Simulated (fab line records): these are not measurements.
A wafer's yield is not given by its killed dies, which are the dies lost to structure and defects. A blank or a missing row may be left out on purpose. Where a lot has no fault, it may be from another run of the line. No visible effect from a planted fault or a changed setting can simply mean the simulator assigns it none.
Which tool was responsible? :: flow nandHarc :: 11 lots, 33 wafers sampled, at 6 steps of a route of 1302

## WHAT EACH GAUGE READ, for each wafer
NHARC_A_CHANNEL_HOLE_D2_CD_MEAS_10: the cd target is 100 nm.
lot: L981
measured: day 12 23:16
on: cdSem-03
cdNm (nm): 100.1 99.6 99.7

lot: L982
measured: day 13 20:44
on: cdSem-03
cdNm (nm): 101.4 100.8 100.4

lot: L983
measured: day 13 22:46
on: cdSem-02
cdNm (nm): 99.3 100.0 99.2

lot: L990
measured: day 17 09:35
on: cdSem-01
cdNm (nm): 100.4 100.9 100.6

lot: L993
measured: day 17 20:32
on: cdSem-01
cdNm (nm): 100.3 100.4 100.5

lot: L100
measured: day 20 20:49
on: cdSem-03
cdNm (nm): 100.6 100.7 99.6

lot: L999
measured: day 20 20:58
on: cdSem-02
cdNm (nm): 100.1 100.1 100.2

lot: L102
measured: day 21 12:23
on: cdSem-03
cdNm (nm): 100.1 99.5 100.3

lot: L101
measured: day 22 11:35
on: cdSem-01
cdNm (nm): 100.1 100.1 99.6

lot: L103
measured: day 22 23:35
on: cdSem-03
cdNm (nm): 99.6 99.7 100.5

lot: L104
measured: day 22 23:46
on: cdSem-02
cdNm (nm): 100.0 100.4 101.0

NHARC_A_CHANNEL_HOLE_D2_INSPECT_40.
lot: L981
measured: day 13 06:39
on: defectInspect-01
rawDefectCount: 236 301 324

lot: L982
measured: day 14 03:49
on: defectInspect-02
rawDefectCount: 308 309 251

lot: L983
measured: day 14 07:59
on: defectInspect-02
rawDefectCount: 392 299 253

lot: L990
measured: day 17 20:16
on: defectInspect-02
rawDefectCount: 1060 1011 1071

lot: L993
measured: day 18 05:32
on: defectInspect-02
rawDefectCount: 1005 1256 1036

lot: L100
measured: day 21 05:55
on: defectInspect-01
rawDefectCount: 349 244 241

lot: L999
measured: day 21 06:13
on: defectInspect-02
rawDefectCount: 309 331 413

lot: L102
measured: day 21 19:28
on: defectInspect-02
rawDefectCount: 245 269 276

lot: L101
measured: day 22 18:39
on: defectInspect-01
rawDefectCount: 242 272 256

lot: L103
measured: day 23 10:49
on: defectInspect-02
rawDefectCount: 256 276 346

lot: L104
measured: day 23 09:56
on: defectInspect-01
rawDefectCount: 284 268 349

NHARC_END_SORT_01.
lot: L990
measured: day 29 01:47
on: prober-01
killedAtArray: 123 130 118
killedAtOther: 0 1 0
killedAtPeriphery: 2 3 5
killedDies: 125 134 123
killedOpen: 1 3 4
killedShort: 3 2 0

lot: L993
measured: day 29 00:13
on: prober-02
killedAtArray: 161 109 159
killedAtOther: 1 2 2
killedAtPeriphery: 2 2 4
killedDies: 164 113 165
killedOpen: 2 5 3
killedShort: 0 4 1

## WHAT TOOL EACH LOT RAN ON (gives the tool, then ch and the chambers of the sampled wafers, and finally the start)
lot: L981
NHARC_A_CHANNEL_HOLE_D2_ETCH_39: rieDiel-13 ch 0,1,2, day 12 23:42
NHARC_A_CHANNEL_HOLE_D2_ETCH_20: harEtch-02 ch 0, day 13 01:05
NHARC_A_CHANNEL_HOLE_D2_ETCH_26: harEtch-02 ch 0, day 13 04:44

lot: L982
NHARC_A_CHANNEL_HOLE_D2_ETCH_39: rieDiel-01 ch 0,1,2, day 13 21:07
NHARC_A_CHANNEL_HOLE_D2_ETCH_20: harEtch-01 ch 0,1, day 13 22:13
NHARC_A_CHANNEL_HOLE_D2_ETCH_26: harEtch-01 ch 0,1, day 14 01:53

lot: L983
NHARC_A_CHANNEL_HOLE_D2_ETCH_39: rieDiel-01 ch 0,2,3, day 13 23:11
NHARC_A_CHANNEL_HOLE_D2_ETCH_20: harEtch-01 ch 0,1, day 14 02:32
NHARC_A_CHANNEL_HOLE_D2_ETCH_26: harEtch-01 ch 0,1, day 14 06:10

lot: L990
NHARC_A_CHANNEL_HOLE_D2_ETCH_39: rieDiel-13 ch 1,2,3, day 17 09:59
NHARC_A_CHANNEL_HOLE_D2_ETCH_20: harEtch-01 ch 0,1, day 17 14:46
NHARC_A_CHANNEL_HOLE_D2_ETCH_26: harEtch-01 ch 0,1, day 17 18:24

lot: L993
NHARC_A_CHANNEL_HOLE_D2_ETCH_39: rieDiel-13 ch 0,1, day 17 20:55
NHARC_A_CHANNEL_HOLE_D2_ETCH_20: harEtch-01 ch 0,1, day 17 23:58
NHARC_A_CHANNEL_HOLE_D2_ETCH_26: harEtch-01 ch 0,1, day 18 03:37

lot: L100
NHARC_A_CHANNEL_HOLE_D2_ETCH_39: rieDiel-13 ch 1,3, day 20 21:11
NHARC_A_CHANNEL_HOLE_D2_ETCH_20: harEtch-02 ch 0,1, day 21 00:21
NHARC_A_CHANNEL_HOLE_D2_ETCH_26: harEtch-02 ch 0,1, day 21 04:00

lot: L999
NHARC_A_CHANNEL_HOLE_D2_ETCH_39: rieDiel-01 ch 0,1, day 20 21:21
NHARC_A_CHANNEL_HOLE_D2_ETCH_20: harEtch-01 ch 0,1, day 21 00:41
NHARC_A_CHANNEL_HOLE_D2_ETCH_26: harEtch-01 ch 0,1, day 21 04:20

lot: L102
NHARC_A_CHANNEL_HOLE_D2_ETCH_39: rieDiel-13 ch 0,1,3, day 21 12:45
NHARC_A_CHANNEL_HOLE_D2_ETCH_20: harEtch-01 ch 0,1, day 21 13:52
NHARC_A_CHANNEL_HOLE_D2_ETCH_26: harEtch-01 ch 0,1, day 21 17:32

lot: L101
NHARC_A_CHANNEL_HOLE_D2_ETCH_39: rieDiel-13 ch 1,2, day 22 11:59
NHARC_A_CHANNEL_HOLE_D2_ETCH_20: harEtch-01 ch 0,1, day 22 13:04
NHARC_A_CHANNEL_HOLE_D2_ETCH_26: harEtch-01 ch 0,1, day 22 16:43

lot: L103
NHARC_A_CHANNEL_HOLE_D2_ETCH_39: rieDiel-01 ch 0,3, day 22 23:56
NHARC_A_CHANNEL_HOLE_D2_ETCH_20: harEtch-01 ch 1, day 23 01:17
NHARC_A_CHANNEL_HOLE_D2_ETCH_26: harEtch-01 ch 1, day 23 08:34

lot: L104
NHARC_A_CHANNEL_HOLE_D2_ETCH_39: rieDiel-05 ch 0,2, day 23 00:09
NHARC_A_CHANNEL_HOLE_D2_ETCH_20: harEtch-02 ch 0,1, day 23 03:48
NHARC_A_CHANNEL_HOLE_D2_ETCH_26: harEtch-02 ch 0,1, day 23 07:29
- NHARC_A_CHANNEL_HOLE_D2_ETCH_39: etches the open film in N2/H2, target depth 260 nm, time 325 s.
- NHARC_A_CHANNEL_HOLE_D2_ETCH_20: etches the open film in C4F8/O2/Ar, time 361.9 s, target depth 1600 nm.
- NHARC_A_CHANNEL_HOLE_D2_ETCH_26: etches the open film in C4F8/O2/Ar, time 224.1 s, target depth 300 nm.

## WHAT THE TOOLS THEMSELVES READ (means of the sampled wafers that have a number; where no wafer has one, the mark that the record gives instead)
NHARC_A_CHANNEL_HOLE_D2_ETCH_39.
lot: L981
tool: rieDiel-13
drypumpMotorCurrentA (A): 5.9
oesProductAu (a.u.): 1.002
rfVppV (V): 430.4
showerheadPlenumPTorr (Torr): 2.03
throttleValvePct (%): 14.171

lot: L982
tool: rieDiel-01
drypumpMotorCurrentA (A): 5.7
oesProductAu (a.u.): 0.996
rfVppV (V): 432.3
showerheadPlenumPTorr (Torr): 2.11
throttleValvePct (%): 14.167

lot: L983
tool: rieDiel-01
drypumpMotorCurrentA (A): 5.6
oesProductAu (a.u.): 1.000
rfVppV (V): 432.1
showerheadPlenumPTorr (Torr): 2.08
throttleValvePct (%): 14.174

lot: L990
tool: rieDiel-13
drypumpMotorCurrentA (A): 5.9
oesProductAu (a.u.): 0.990
rfVppV (V): 432.0
showerheadPlenumPTorr (Torr): 2.09
throttleValvePct (%): 14.168

lot: L993
tool: rieDiel-13
drypumpMotorCurrentA (A): 5.9
oesProductAu (a.u.): 1.003
rfVppV (V): 429.1
showerheadPlenumPTorr (Torr): 1.99
throttleValvePct (%): 14.167

lot: L100
tool: rieDiel-13
drypumpMotorCurrentA (A): 5.7
oesProductAu (a.u.): 1.006
rfVppV (V): 430.8
showerheadPlenumPTorr (Torr): 2.08
throttleValvePct (%): 14.175

lot: L999
tool: rieDiel-01
drypumpMotorCurrentA (A): 6.1
oesProductAu (a.u.): 0.999
rfVppV (V): 434.3
showerheadPlenumPTorr (Torr): 2.16
throttleValvePct (%): 14.169

lot: L102
tool: rieDiel-13
drypumpMotorCurrentA (A): 5.6
oesProductAu (a.u.): 1.002
rfVppV (V): 430.1
showerheadPlenumPTorr (Torr): 2.02
throttleValvePct (%): 14.166

lot: L101
tool: rieDiel-13
drypumpMotorCurrentA (A): 6.2
oesProductAu (a.u.): 1.001
rfVppV (V): 432.4
showerheadPlenumPTorr (Torr): 2.10
throttleValvePct (%): 14.172

lot: L103
tool: rieDiel-01
drypumpMotorCurrentA (A): 5.9
oesProductAu (a.u.): 0.999
rfVppV (V): 431.6
showerheadPlenumPTorr (Torr): 2.07
throttleValvePct (%): 14.162

lot: L104
tool: rieDiel-05
drypumpMotorCurrentA (A): 6.3
oesProductAu (a.u.): 0.998
rfVppV (V): 430.9
showerheadPlenumPTorr (Torr): 2.05
throttleValvePct (%): 14.176

NHARC_A_CHANNEL_HOLE_D2_ETCH_20.
lot: L981
tool: harEtch-02
drypumpMotorCurrentA (A): 5.91
showerheadPlenumPTorr (Torr): 3.40
throttleValvePct (%): 32.160

lot: L982
tool: harEtch-01
drypumpMotorCurrentA (A): 5.92
showerheadPlenumPTorr (Torr): 3.62
throttleValvePct (%): 32.151

lot: L983
tool: harEtch-01
drypumpMotorCurrentA (A): 5.88
showerheadPlenumPTorr (Torr): 3.65
throttleValvePct (%): 32.162

lot: L990
tool: harEtch-01
drypumpMotorCurrentA (A): 5.87
showerheadPlenumPTorr (Torr): 3.63
throttleValvePct (%): 32.166

lot: L993
tool: harEtch-01
drypumpMotorCurrentA (A): 5.87
showerheadPlenumPTorr (Torr): 3.62
throttleValvePct (%): 32.152

lot: L100
tool: harEtch-02
drypumpMotorCurrentA (A): 5.73
showerheadPlenumPTorr (Torr): 3.88
throttleValvePct (%): 32.150

lot: L999
tool: harEtch-01
drypumpMotorCurrentA (A): 5.87
showerheadPlenumPTorr (Torr): 3.60
throttleValvePct (%): 32.147

lot: L102
tool: harEtch-01
drypumpMotorCurrentA (A): 5.90
showerheadPlenumPTorr (Torr): 3.56
throttleValvePct (%): 32.154

lot: L101
tool: harEtch-01
drypumpMotorCurrentA (A): 5.88
showerheadPlenumPTorr (Torr): 3.59
throttleValvePct (%): 32.162

lot: L103
tool: harEtch-01
drypumpMotorCurrentA (A): 5.97
showerheadPlenumPTorr (Torr): 3.51
throttleValvePct (%): 32.158

lot: L104
tool: harEtch-02
drypumpMotorCurrentA (A): 5.70
showerheadPlenumPTorr (Torr): 3.86
throttleValvePct (%): 32.146

NHARC_A_CHANNEL_HOLE_D2_ETCH_26.
lot: L981
tool: harEtch-02
drypumpMotorCurrentA (A): 5.90
showerheadPlenumPTorr (Torr): 3.43
throttleValvePct (%): 24.590

lot: L982
tool: harEtch-01
drypumpMotorCurrentA (A): 5.92
showerheadPlenumPTorr (Torr): 3.66
throttleValvePct (%): 24.574

lot: L983
tool: harEtch-01
drypumpMotorCurrentA (A): 5.88
showerheadPlenumPTorr (Torr): 3.70
throttleValvePct (%): 24.581

lot: L990
tool: harEtch-01
drypumpMotorCurrentA (A): 5.86
showerheadPlenumPTorr (Torr): 3.67
throttleValvePct (%): 24.584

lot: L993
tool: harEtch-01
drypumpMotorCurrentA (A): 5.89
showerheadPlenumPTorr (Torr): 3.66
throttleValvePct (%): 24.591

lot: L100
tool: harEtch-02
drypumpMotorCurrentA (A): 5.74
showerheadPlenumPTorr (Torr): 3.93
throttleValvePct (%): 24.576

lot: L999
tool: harEtch-01
drypumpMotorCurrentA (A): 5.87
showerheadPlenumPTorr (Torr): 3.64
throttleValvePct (%): 24.594

lot: L102
tool: harEtch-01
drypumpMotorCurrentA (A): 5.92
showerheadPlenumPTorr (Torr): 3.59
throttleValvePct (%): 24.584

lot: L101
tool: harEtch-01
drypumpMotorCurrentA (A): 5.87
showerheadPlenumPTorr (Torr): 3.63
throttleValvePct (%): 24.586

lot: L103
tool: harEtch-01
drypumpMotorCurrentA (A): 5.97
showerheadPlenumPTorr (Torr): 3.54
throttleValvePct (%): 24.591

lot: L104
tool: harEtch-02
drypumpMotorCurrentA (A): 5.71
showerheadPlenumPTorr (Torr): 3.91
throttleValvePct (%): 24.581

## THE ANSWER, worked out from the rows above alone
Rule: the usual values come from the lots themselves. Put in order of their means at a reading, lots are off if they are a third of the lots or fewer, leave a main group of 4 or more, and stand apart from it by a gap of 3 or more times the standard deviation of the main group's means; of several such gaps the widest counts. If all means in a main group match to the digits the tables above print for the reading, that group is not used. A lot without any number at a reading at which 4 lots or more have one is off too. All remaining lots with rows at the step are treated as sound. After the gauges, taken in route order, come the tools' own readings; for these a lot's mean is taken, as printed above. The first step at which some lot is off is used, and at that step the reading that is off furthest; a lot without a number counts as furthest.
Off: L990, L993 (NHARC_A_CHANNEL_HOLE_D2_INSPECT_40, rawDefectCount). Mean 293 and standard deviation 27 in the main group.
If a tool, at a process step before that reading, ran all the lots that are off and no sound lot after the first of them, it fits. The gauges at NHARC_A_CHANNEL_HOLE_D2_INSPECT_40 are tried like those tools. None of those tried fits.

## WHAT THE SIMULATOR PUT IN
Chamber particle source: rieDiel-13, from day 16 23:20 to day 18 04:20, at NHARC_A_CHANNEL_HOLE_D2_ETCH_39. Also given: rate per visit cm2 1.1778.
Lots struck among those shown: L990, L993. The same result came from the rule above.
